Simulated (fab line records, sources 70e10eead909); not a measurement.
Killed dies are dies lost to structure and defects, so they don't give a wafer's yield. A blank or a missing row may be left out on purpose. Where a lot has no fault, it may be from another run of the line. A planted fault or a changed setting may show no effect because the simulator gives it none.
Which tool did it? || flow nandHarc || 12 lots, 36 wafers sampled, at 6 steps of a route of 1159

WHAT THE GAUGES READ, wafer by wafer
NHARC_A_BONDPAD_THK_MEAS_30: measures by ellipsometry. Usual: thkNm reads 200.2 nm (standard deviation 1.6).
{"lot": "L838", "measured": "day 18 00:56", "on": "filmMetro-01", "thkNm (nm)": "201.0 200.3 201.2", "flag": ""}
{"lot": "L843", "measured": "day 18 11:59", "on": "filmMetro-01", "thkNm (nm)": "200.4 201.1 200.6", "flag": ""}
{"lot": "L846", "measured": "day 19 22:32", "on": "filmMetro-01", "thkNm (nm)": "198.5 199.6 199.3", "flag": ""}
{"lot": "L849", "measured": "day 20 20:10", "on": "filmMetro-01", "thkNm (nm)": "197.6 201.9 198.5", "flag": ""}
{"lot": "L852", "measured": "day 20 23:08", "on": "filmMetro-02", "thkNm (nm)": "204.4 198.5 203.4", "flag": ""}
{"lot": "L851", "measured": "day 20 23:28", "on": "filmMetro-01", "thkNm (nm)": "202.9 201.9 200.2", "flag": ""}
{"lot": "L854", "measured": "day 22 08:53", "on": "filmMetro-02", "thkNm (nm)": "200.2 200.8 199.5", "flag": ""}
{"lot": "L857", "measured": "day 22 09:38", "on": "filmMetro-02", "thkNm (nm)": "200.8 201.8 200.3", "flag": ""}
{"lot": "L856", "measured": "day 22 10:01", "on": "filmMetro-01", "thkNm (nm)": "199.3 200.1 201.6", "flag": ""}
{"lot": "L858", "measured": "day 23 12:00", "on": "filmMetro-02", "thkNm (nm)": "199.2 199.1 201.6", "flag": ""}
{"lot": "L860", "measured": "day 23 22:33", "on": "filmMetro-01", "thkNm (nm)": "197.3 199.3 197.0", "flag": ""}
{"lot": "L859", "measured": "day 23 23:10", "on": "filmMetro-02", "thkNm (nm)": "202.8 202.1 201.5", "flag": ""}

NHARC_A_BONDPAD_THK_MEAS_20: measures by xrf. Usual: thkNm reads 170.2 nm (standard deviation 1.5).
{"lot": "L838", "measured": "day 18 04:04", "on": "filmMetro-01", "thkNm (nm)": "169.1 170.4 168.8", "flag": ""}
{"lot": "L843", "measured": "day 18 15:07", "on": "filmMetro-01", "thkNm (nm)": "168.7 169.3 169.2", "flag": ""}
{"lot": "L846", "measured": "day 20 02:10", "on": "filmMetro-02", "thkNm (nm)": "169.8 166.8 170.5", "flag": ""}
{"lot": "L849", "measured": "day 20 23:17", "on": "filmMetro-02", "thkNm (nm)": "30.7 28.7 28.6", "flag": "OFF"}
{"lot": "L852", "measured": "day 21 02:17", "on": "filmMetro-01", "thkNm (nm)": "30.1 31.6 30.7", "flag": "OFF"}
{"lot": "L851", "measured": "day 21 02:40", "on": "filmMetro-01", "thkNm (nm)": "166.2 170.0 167.1", "flag": ""}
{"lot": "L854", "measured": "day 22 12:01", "on": "filmMetro-02", "thkNm (nm)": "170.7 172.2 171.1", "flag": ""}
{"lot": "L857", "measured": "day 22 12:45", "on": "filmMetro-01", "thkNm (nm)": "171.1 171.3 171.0", "flag": ""}
{"lot": "L856", "measured": "day 22 13:13", "on": "filmMetro-02", "thkNm (nm)": "171.5 167.2 169.0", "flag": ""}
{"lot": "L858", "measured": "day 23 15:08", "on": "filmMetro-02", "thkNm (nm)": "169.9 169.1 170.6", "flag": ""}
{"lot": "L860", "measured": "day 24 01:41", "on": "filmMetro-01", "thkNm (nm)": "167.3 169.9 167.9", "flag": ""}
{"lot": "L859", "measured": "day 24 02:20", "on": "filmMetro-02", "thkNm (nm)": "171.4 169.6 169.9", "flag": ""}

NHARC_HYBRID_BOND_OVL_MEAS_05. Usual: overlayXNm -1 nm, standard deviation 35; overlayYNm 2 nm, standard deviation 32.
{"lot": "L838", "measured": "day 18 18:38", "on": "overlay-02", "overlayXNm (nm)": "-66 2 -39", "overlayYNm (nm)": "-16 15 8", "flag": ""}
{"lot": "L843", "measured": "day 19 02:43", "on": "overlay-01", "overlayXNm (nm)": "-57 -50 -48", "overlayYNm (nm)": "53 36 80", "flag": ""}
{"lot": "L846", "measured": "day 20 11:08", "on": "overlay-01", "overlayXNm (nm)": "-22 -48 24", "overlayYNm (nm)": "7 13 18", "flag": ""}
{"lot": "L851", "measured": "day 21 13:40", "on": "overlay-01", "overlayXNm (nm)": "48 -33 37", "overlayYNm (nm)": "10 49 9", "flag": ""}
{"lot": "L854", "measured": "day 23 01:05", "on": "overlay-02", "overlayXNm (nm)": "-63 -12 9", "overlayYNm (nm)": "-11 3 16", "flag": ""}
{"lot": "L857", "measured": "day 23 01:06", "on": "overlay-01", "overlayXNm (nm)": "-16 -10 4", "overlayYNm (nm)": "2 -57 -18", "flag": ""}
{"lot": "L856", "measured": "day 23 01:07", "on": "overlay-02", "overlayXNm (nm)": "-46 -70 -33", "overlayYNm (nm)": "61 -12 41", "flag": ""}
{"lot": "L858", "measured": "day 24 01:04", "on": "overlay-02", "overlayXNm (nm)": "-57 -25 52", "overlayYNm (nm)": "25 28 -46", "flag": ""}
{"lot": "L860", "measured": "day 24 12:13", "on": "overlay-02", "overlayXNm (nm)": "11 1 -27", "overlayYNm (nm)": "16 37 30", "flag": ""}
{"lot": "L859", "measured": "day 24 12:12", "on": "overlay-01", "overlayXNm (nm)": "-63 37 -4", "overlayYNm (nm)": "17 -7 -11", "flag": ""}

NHARC_END_SORT_01. Usual: defectLimitedYield 95.3 %, standard deviation 1.3; killedAtArray 28, standard deviation 8.6; killedAtOther 0.7, standard deviation 1.2; killedAtPeriphery 3.1, standard deviation 2.3; killedDies 32, standard deviation 8.7; killedOpen 3.2, standard deviation 1.7; killedShort 2.0, standard deviation 1.5; sort_bin_2_pct 1.5 %, standard deviation 0.58; sort_bin_3_pct 0.28 %, standard deviation 0.22; sort_bin_4_pct 3.0 %, standard deviation 0.86; sortNPass 645, standard deviation 8.7; sortRimYieldPct 97.8 %, standard deviation 1.4; sortYieldPct 95.3 %, standard deviation 1.3.
{"lot": "L849", "measured": "day 22 05:23", "on": "prober-01", "defectLimitedYield (%)": "0 0 0", "killedAtArray": "676 677 674", "killedAtOther": "0 0 0", "killedAtPeriphery": "1 0 3", "killedDies": "677 677 677", "killedOpen": "3 1 2", "killedShort": "1 0 3", "sort_bin_2_pct (%)": "96.0 96.2 95.3", "sort_bin_3_pct (%)": "0.30 0.30 0.74", "sort_bin_4_pct (%)": "3.7 3.5 4.0", "sortNPass": "0 0 0", "sortRimYieldPct (%)": "0 0 0", "sortYieldPct (%)": "0 0 0", "flag": "OFF"}
{"lot": "L852", "measured": "day 22 04:52", "on": "prober-02", "defectLimitedYield (%)": "0 0 0", "killedAtArray": "674 674 674", "killedAtOther": "1 1 1", "killedAtPeriphery": "2 2 2", "killedDies": "677 677 677", "killedOpen": "5 1 5", "killedShort": "2 3 3", "sort_bin_2_pct (%)": "97.3 96.9 97.2", "sort_bin_3_pct (%)": "0 0.15 0.15", "sort_bin_4_pct (%)": "2.7 3.0 2.7", "sortNPass": "0 0 0", "sortRimYieldPct (%)": "0 0 0", "sortYieldPct (%)": "0 0 0", "flag": "OFF"}
{"lot": "L854", "measured": "day 23 21:09", "on": "prober-01", "defectLimitedYield (%)": "92.8 92.9", "killedAtArray": "46 41", "killedAtOther": "0 0", "killedAtPeriphery": "3 7", "killedDies": "49 48", "killedOpen": "2 4", "killedShort": "1 0", "sort_bin_2_pct (%)": "2.8 2.2", "sort_bin_3_pct (%)": "0 0.30", "sort_bin_4_pct (%)": "4.4 4.6", "sortNPass": "628 629", "sortRimYieldPct (%)": "95.3 96.2", "sortYieldPct (%)": "92.8 92.9", "flag": ""}

WHAT TOOL EACH LOT RAN ON (gives the tool, then ch and the chambers of the sampled wafers, and finally the start)
{"lot": "L838", "NHARC_A_M1_DEP_33": "pecvd-04 ch 0,1, day 17 23:43", "NHARC_A_BONDPAD_ECD_18": "ecdCu-01 ch 0,1, day 18 03:02"}
{"lot": "L843", "NHARC_A_M1_DEP_33": "pecvd-04 ch 0,1,2, day 18 10:50", "NHARC_A_BONDPAD_ECD_18": "ecdCu-02 ch 0,1, day 18 14:05"}
{"lot": "L846", "NHARC_A_M1_DEP_33": "pecvd-01 ch 0,2, day 19 21:10", "NHARC_A_BONDPAD_ECD_18": "ecdCu-02 ch 0,1, day 20 00:44"}
{"lot": "L849", "NHARC_A_M1_DEP_33": "pecvd-04 ch 0,1,2, day 20 18:56", "NHARC_A_BONDPAD_ECD_18": "ecdCu-02 ch 0, day 20 22:14"}
{"lot": "L852", "NHARC_A_M1_DEP_33": "pecvd-04 ch 0,1,2, day 20 21:55", "NHARC_A_BONDPAD_ECD_18": "ecdCu-02 ch 0,1, day 21 01:23"}
{"lot": "L851", "NHARC_A_M1_DEP_33": "pecvd-04 ch 1,2, day 20 22:16", "NHARC_A_BONDPAD_ECD_18": "ecdCu-01 ch 1, day 21 01:38"}
{"lot": "L854", "NHARC_A_M1_DEP_33": "pecvd-01 ch 0,1, day 22 07:40", "NHARC_A_BONDPAD_ECD_18": "ecdCu-01 ch 0,1, day 22 10:59"}
{"lot": "L857", "NHARC_A_M1_DEP_33": "pecvd-03 ch 0,1,2, day 22 08:33", "NHARC_A_BONDPAD_ECD_18": "ecdCu-02 ch 0,1, day 22 11:49"}
{"lot": "L856", "NHARC_A_M1_DEP_33": "pecvd-01 ch 0,2, day 22 08:44", "NHARC_A_BONDPAD_ECD_18": "ecdCu-01 ch 0,1, day 22 12:08"}
{"lot": "L858", "NHARC_A_M1_DEP_33": "pecvd-04 ch 0,1, day 23 10:50", "NHARC_A_BONDPAD_ECD_18": "ecdCu-01 ch 0,1, day 23 14:11"}
{"lot": "L860", "NHARC_A_M1_DEP_33": "pecvd-01 ch 0,1, day 23 21:25", "NHARC_A_BONDPAD_ECD_18": "ecdCu-02 ch 0,1, day 24 00:48"}
{"lot": "L859", "NHARC_A_M1_DEP_33": "pecvd-01 ch 0,1, day 23 21:43", "NHARC_A_BONDPAD_ECD_18": "ecdCu-01 ch 0,1, day 24 01:17"}
- NHARC_A_M1_DEP_33: deposits SiCN, target thk 30 nm.
- NHARC_A_BONDPAD_ECD_18: material Cu, target thk 400 nm.

WHAT THE TOOLS THEMSELVES READ (means of the sampled wafers that have a number; where no wafer has one, the mark that the record gives instead)
NHARC_A_M1_DEP_33. Usual: heaterPowerW reads 594 W (standard deviation 56).
{"lot": "L838", "tool": "pecvd-04", "heaterPowerW (W)": 617, "flag": ""}
{"lot": "L843", "tool": "pecvd-04", "heaterPowerW (W)": 605, "flag": ""}
{"lot": "L846", "tool": "pecvd-01", "heaterPowerW (W)": 576, "flag": ""}
{"lot": "L849", "tool": "pecvd-04", "heaterPowerW (W)": 598, "flag": ""}
{"lot": "L852", "tool": "pecvd-04", "heaterPowerW (W)": 599, "flag": ""}
{"lot": "L851", "tool": "pecvd-04", "heaterPowerW (W)": 530, "flag": ""}
{"lot": "L854", "tool": "pecvd-01", "heaterPowerW (W)": 579, "flag": ""}
{"lot": "L857", "tool": "pecvd-03", "heaterPowerW (W)": 548, "flag": ""}
{"lot": "L856", "tool": "pecvd-01", "heaterPowerW (W)": 599, "flag": ""}
{"lot": "L858", "tool": "pecvd-04", "heaterPowerW (W)": 669, "flag": ""}
{"lot": "L860", "tool": "pecvd-01", "heaterPowerW (W)": 550, "flag": ""}
{"lot": "L859", "tool": "pecvd-01", "heaterPowerW (W)": 623, "flag": ""}

NHARC_A_BONDPAD_ECD_18. Usual: bathHeatDutyPct 5.8 %, standard deviation 0.7; bathTempC 25.00 C, standard deviation 0.11.
{"lot": "L838", "tool": "ecdCu-01", "bathHeatDutyPct (%)": 5.4, "bathTempC (C)": 24.99, "flag": ""}
{"lot": "L843", "tool": "ecdCu-02", "bathHeatDutyPct (%)": 6.1, "bathTempC (C)": 24.95, "flag": ""}
{"lot": "L846", "tool": "ecdCu-02", "bathHeatDutyPct (%)": 6.3, "bathTempC (C)": 24.98, "flag": ""}
{"lot": "L849", "tool": "ecdCu-02", "bathHeatDutyPct (%)": "-", "bathTempC (C)": "-", "flag": "OFF"}
{"lot": "L852", "tool": "ecdCu-02", "bathHeatDutyPct (%)": "-", "bathTempC (C)": "-", "flag": "OFF"}
{"lot": "L851", "tool": "ecdCu-01", "bathHeatDutyPct (%)": 6.2, "bathTempC (C)": 25.00, "flag": ""}
{"lot": "L854", "tool": "ecdCu-01", "bathHeatDutyPct (%)": 5.9, "bathTempC (C)": 25.05, "flag": ""}
{"lot": "L857", "tool": "ecdCu-02", "bathHeatDutyPct (%)": 5.3, "bathTempC (C)": 24.91, "flag": ""}
{"lot": "L856", "tool": "ecdCu-01", "bathHeatDutyPct (%)": 5.7, "bathTempC (C)": 25.12, "flag": ""}
{"lot": "L858", "tool": "ecdCu-01", "bathHeatDutyPct (%)": 5.9, "bathTempC (C)": 25.10, "flag": ""}
{"lot": "L860", "tool": "ecdCu-02", "bathHeatDutyPct (%)": 5.7, "bathTempC (C)": 25.05, "flag": ""}
{"lot": "L859", "tool": "ecdCu-01", "bathHeatDutyPct (%)": 5.9, "bathTempC (C)": 24.88, "flag": ""}

THE ANSWER, worked out from the rows above alone
Rule: a lot is off if the mean of its wafers that have a number lies more than 3 standard deviations from the usual mean. Also off: a lot with no number at a reading for which 4 or more lots have one. All remaining lots with rows at the step are treated as sound. Order of review: gauges by route order, followed by the tools' own readings, for which a lot's mean as printed above is used. The first step at which some lot is off is used, and at that step the reading that is off furthest; a lot without a number counts as furthest.
Off, at NHARC_A_BONDPAD_THK_MEAS_20 on thkNm: L849, L852.
A tool fits if, at a process step before that reading, it ran every lot that is off, and no sound lot after the first of them. Not tried: the gauges at NHARC_A_BONDPAD_THK_MEAS_20; whatever is off there is also off at NHARC_END_SORT_01, on other tools, and gauge error can't account for it. No candidate that was tried fits.

WHAT THE SIMULATOR PUT IN
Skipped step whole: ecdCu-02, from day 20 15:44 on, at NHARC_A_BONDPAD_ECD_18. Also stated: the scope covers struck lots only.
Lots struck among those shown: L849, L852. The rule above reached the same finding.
